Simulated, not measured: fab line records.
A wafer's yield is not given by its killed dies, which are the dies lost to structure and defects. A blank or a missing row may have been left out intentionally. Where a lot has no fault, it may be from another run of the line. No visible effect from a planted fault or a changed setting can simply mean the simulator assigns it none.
Which tool is to blame? -- flow nand-harc -- 13 lots with 39 wafers sampled at 5 steps, on a route of 1159 steps

WHAT THE GAUGES SHOWED, per wafer
NHARC_END_SORT_01. Usual: killed-at-array 25, standard deviation 9.2; killed-at-other 0.8, standard deviation 1.2; killed-at-periphery 3.9, standard deviation 2.6; killed-dies 30, standard deviation 9.7; killed-open 3.4, standard deviation 1.9; killed-short 2.0, standard deviation 1.4.
lot,measured,on,killed-at-array,killed-at-other,killed-at-periphery,killed-dies,killed-open,killed-short,flag
L550,day 20 04:00,prober-02,14 15 18,0 0 0,6 3 8,20 18 26,4 4 4,0 1 2,
L561,day 22 04:17,prober-02,23 18 14,0 1 2,3 3 6,26 22 22,4 2 5,2 1 2,
L563,day 23 08:08,prober-02,32 24 46,2 3 0,4 4 1,38 31 47,5 2 5,2 1 1,
L566,day 23 19:08,prober-01,24,1,4,29,5,1,

WHICH TOOL RAN EACH LOT (tool, then ch and the chambers of the sampled wafers, then the start)
lot,NHARC_A_STAIRCASE_ETCH_253,NHARC_A_STAIRCASE_DEP_301,NHARC_A_STAIRCASE_HM_OPEN_463,NHARC_A_STAIRCASE_ETCH_315
L549,"rie-diel-04 ch 0,2,3, day 11 17:46","pecvd-03 ch 1,2, day 12 01:29","rie-diel-02 ch 0,2,3, no start","rie-diel-02 ch 0,2,3, no start"
L550,"rie-diel-04 ch 0,2,3, day 11 18:13","pecvd-03 ch 1,2, day 12 03:19","rie-diel-02 ch 0,1, day 20 04:00 or earlier","rie-diel-02 ch 2,3, day 20 04:00 or earlier"
L551,"rie-diel-13 ch 0,2,3, day 12 03:30","pecvd-03 ch 0,1,2, day 12 13:41","rie-diel-04 ch 0,2,3, no start","rie-diel-04 ch 0,1,2, no start"
L552,"rie-diel-02 ch 2,3, day 12 03:47","pecvd-04 ch 1,2, day 12 13:23","rie-diel-02 ch 1,2, no start","rie-diel-02 ch 0,2,3, no start"
L554,"rie-diel-02 ch 0,1,2, day 13 06:14","pecvd-01 ch 0,1, day 13 18:25","rie-diel-02 ch 0,2,3, no start","rie-diel-02 ch 0,1,2, no start"
L561,"rie-diel-13 ch 0,1,3, day 14 13:57","pecvd-01 ch 0,1, day 14 23:15","rie-diel-13 ch 0,3, day 22 04:17 or earlier","rie-diel-13 ch 1,2,3, day 22 04:17 or earlier"
L563,"rie-diel-13 ch 1,2, day 15 07:16","pecvd-01 ch 0,2, day 15 17:20","rie-diel-04 ch 1,2, day 23 08:08 or earlier","rie-diel-04 ch 1,2, day 23 08:08 or earlier"
L564,"rie-diel-04 ch 1,2,3, day 15 07:36","pecvd-03 ch 0,1,2, day 15 18:39","rie-diel-04 ch 0,2, no start","rie-diel-04 ch 1,2,3, no start"
L566,"rie-diel-02 ch 1,2,3, day 15 12:43","pecvd-04 ch 1,2, day 16 00:10","rie-diel-04 ch 0,2,3, day 23 19:08 or earlier","rie-diel-04 ch 1,2, day 23 19:08 or earlier"
L568,"rie-diel-04 ch 1,2,3, day 15 22:30","pecvd-04 ch 0,1,2, day 16 09:20","rie-diel-04 ch 1,2, no start","rie-diel-04 ch 0,2, no start"
L567,"rie-diel-04 ch 1,2,3, day 15 22:31","pecvd-03 ch 0,1,2, day 16 10:17","rie-diel-02 ch 0,2, no start","rie-diel-02 ch 0,1,3, no start"
L570,"rie-diel-13 ch 1,2,3, day 16 11:55","pecvd-03 ch 0,1, day 16 22:22","rie-diel-13 ch 1,2,3, no start","rie-diel-13 ch 0,2,3, no start"
L571,"rie-diel-02 ch 1,2,3, day 17 05:46","pecvd-04 ch 0,1,2, day 17 13:50","rie-diel-02 ch 1,2,3, no start","rie-diel-02 ch 0,2,3, no start"
- NHARC_A_STAIRCASE_ETCH_253: etches the open film in C4F8/O2, target depth 50 nm, time 20.2 s.
- NHARC_A_STAIRCASE_DEP_301: deposits SiON, target thk 30 nm.
- NHARC_A_STAIRCASE_HM_OPEN_463: chemistry O2/COS.
- NHARC_A_STAIRCASE_ETCH_315: etches the open film in C4F8/O2/Ar, target depth 2500 nm, time 607.1 s.

AS READ BY THE TOOLS THEMSELVES (means over the sampled wafers that have a number; for cases with no such wafer, the mark the record gives instead)
NHARC_A_STAIRCASE_ETCH_253. Usual: oes-product-au 0.960 a.u., standard deviation 0.021; rf-vpp-V 895 V, standard deviation 5.5.
lot,tool,oes-product-au (a.u.),rf-vpp-V (V),flag
L549,rie-diel-04,0.969,888,
L550,rie-diel-04,0.974,887,
L551,rie-diel-13,0.967,896,
L552,rie-diel-02,0.975,898,
L554,rie-diel-02,0.942,893,
L561,rie-diel-13,0.966,896,
L563,rie-diel-13,0.972,893,
L564,rie-diel-04,0.980,898,
L566,rie-diel-02,0.962,896,
L568,rie-diel-04,0.945,897,
L567,rie-diel-04,0.940,897,
L570,rie-diel-13,0.973,898,
L571,rie-diel-02,0.953,896,

NHARC_A_STAIRCASE_DEP_301. Usual: heater-power-w 771 W, standard deviation 110; rf-fwd-power-W 348.6 W, standard deviation 1.1; showerhead-vpp-V 1169 V, standard deviation 66.
lot,tool,heater-power-w (W),rf-fwd-power-W (W),showerhead-vpp-V (V),flag
L549,pecvd-03,724,349.5,1138,
L550,pecvd-03,766,348.3,1192,
L551,pecvd-03,737,349.3,1144,
L552,pecvd-04,710,349.0,1129,
L554,pecvd-01,816,348.4,1202,
L561,pecvd-01,778,255.9,1025,OFF
L563,pecvd-01,734,255.5,1028,OFF
L564,pecvd-03,861,347.6,1133,
L566,pecvd-04,811,349.5,1159,
L568,pecvd-04,759,348.4,1187,
L567,pecvd-03,812,348.6,1146,
L570,pecvd-03,785,348.7,1087,
L571,pecvd-04,788,348.6,1184,

NHARC_A_STAIRCASE_HM_OPEN_463. Usual: drypump-motor-current-A 5.8 A, standard deviation 0.4; oes-product-au 1.000 a.u., standard deviation 0.012; rf-vpp-V 466.5 V, standard deviation 2.8; showerhead-plenum-p-Torr 3.09 Torr, standard deviation 0.13; throttle-valve-pct 28.328 %, standard deviation 0.0097.
lot,tool,drypump-motor-current-A (A),oes-product-au (a.u.),rf-vpp-V (V),showerhead-plenum-p-Torr (Torr),throttle-valve-pct (%),flag
L549,rie-diel-02,5.6,1.012,467.0,3.15,28.333,
L550,rie-diel-02,5.5,0.994,465.7,3.06,28.325,
L551,rie-diel-04,6.1,1.000,463.2,2.94,28.329,
L552,rie-diel-02,5.7,0.995,465.1,3.06,28.328,
L554,rie-diel-02,5.6,1.010,467.3,3.14,28.326,
L561,rie-diel-13,5.4,0.992,468.5,3.20,28.335,
L563,rie-diel-04,6.4,0.995,470.2,3.28,28.319,
L564,rie-diel-04,6.0,0.992,466.1,3.07,28.337,
L566,rie-diel-04,6.1,0.994,466.7,3.08,28.328,
L568,rie-diel-04,6.4,1.001,470.6,3.28,28.332,
L567,rie-diel-02,5.6,0.989,466.7,3.08,28.320,
L570,rie-diel-13,5.8,0.999,467.8,3.14,28.332,
L571,rie-diel-02,5.6,0.998,466.7,3.11,28.337,

NHARC_A_STAIRCASE_ETCH_315. Usual: oes-product-au 0.932 a.u., standard deviation 0.012; rf-vpp-V 1825 V, standard deviation 10.
lot,tool,oes-product-au (a.u.),rf-vpp-V (V),flag
L549,rie-diel-02,0.948,1829,
L550,rie-diel-02,0.939,1830,
L551,rie-diel-04,0.936,1815,
L552,rie-diel-02,0.931,1829,
L554,rie-diel-02,0.937,1824,
L561,rie-diel-13,0.921,1829,
L563,rie-diel-04,0.949,1840,
L564,rie-diel-04,0.930,1829,
L566,rie-diel-04,0.937,1840,
L568,rie-diel-04,0.933,1822,
L567,rie-diel-02,0.920,1827,
L570,rie-diel-13,0.919,1825,
L571,rie-diel-02,0.932,1828,

THE ANSWER, worked out from the rows above alone
Rule: a lot counts as off when the mean over its wafers that have a number is more than 3 standard deviations away from the usual mean. A lot without any number at a reading at which 4 lots or more have one is off too. All remaining lots with rows at the step are treated as sound. Order of review: gauges by route order, followed by the tools' own readings, for which a lot's mean as printed above is used. At the first step where some lot is off, the reading lying furthest off is the one used; lots without a number count as furthest.
Off at NHARC_A_STAIRCASE_DEP_301 (rf-fwd-power-W): L561, L563.
A tool fits if, at that step or a process step before it, it ran every lot that is off, and no sound lot after the first of them. One fits: pecvd-01 at NHARC_A_STAIRCASE_DEP_301. Its last sound lot is L554 (day 13 18:25), its first lot that is off L561 (day 14 23:15): a fault that began between those two fits.
The tool's own readings at NHARC_A_STAIRCASE_DEP_301 bear it out: on the lots that are off they differ by more than 5 times the standard deviation of the sound lots' means. rf-fwd-power-W reads 255.7 W there against 348.7 W on the sound lots.

WHAT THE SIMULATOR HAD PUT IN
pecvd-01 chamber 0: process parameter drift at NHARC_A_STAIRCASE_DEP_301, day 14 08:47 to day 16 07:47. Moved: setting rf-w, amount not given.
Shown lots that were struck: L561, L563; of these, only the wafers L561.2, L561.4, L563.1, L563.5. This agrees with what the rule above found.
